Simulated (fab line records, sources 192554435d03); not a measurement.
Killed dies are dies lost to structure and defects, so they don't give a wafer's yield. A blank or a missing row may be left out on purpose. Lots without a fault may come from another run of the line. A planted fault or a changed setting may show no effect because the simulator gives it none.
Chamber matching | flow n5_finfet | N5_STI_FIN_REVEAL_ALD_00 on ald_sin-03: 4 sister chambers
The step deposits SiO2, target thk 1 nm, pulse time 1 s. 8 wafers are shown with their chamber, then 9 later ones without.

WAFERS WITH THEIR CHAMBER
wafer  | chamber | heater_power_w (W) | precursor_pulse_height_rel
L076.3 | 1       | 465                | 1.026
L076.6 | 1       | 460                | 1.022
L077.5 | 2       | 412                | 0.986
L080.5 | 0       | 563                | 1.026
L080.6 | 3       | 503                | 0.961
L082.1 | 2       | 416                | 0.995
L082.4 | 3       | 498                | 0.991
L082.5 | 0       | 577                | 1.003

WAFERS WITHOUT THEIR CHAMBER
wafer  | heater_power_w (W) | precursor_pulse_height_rel
L083.1 | 571                | 1.026
L083.2 | 501                | 0.934
L083.3 | 463                | 1.001
L096.2 | 486                | 1.010
L096.3 | 423                | 1.026
L096.4 | 592                | 1.041
L097.1 | 485                | 1.007
L097.3 | 577                | 1.000
L097.6 | 499                | 0.988

WHICH CHAMBER EACH WENT THROUGH
wafer  | from the rows above     | in truth
L083.1 | 0                       | 0
L083.2 | 3                       | 3
L083.3 | 1                       | 1
L096.2 | can't be placed: 3 or 1 | 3
L096.3 | 2                       | 2
L096.4 | 0                       | 0
L097.1 | can't be placed: 3 or 1 | 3
L097.3 | 0                       | 0
L097.6 | 3                       | 3
Placed correctly: 7 of 9. Can't be placed from these rows: 2 (the true chamber is among the candidates in 2). Placed wrongly: 0.
How it was worked out, from the rows above alone: a wafer's distance from a chamber is the root of the sum, over the readings, of the square of ((its reading less the chamber's mean) divided by the reading's scatter). The wafer belongs to the nearest chamber; if the next one is less than 2 further off, it can't be placed. A chamber's mean is the mean of its shown wafers. The scatter: the root of (the sum of the squares of (reading less its chamber's mean) over the shown wafers, divided by (wafers less chambers)).
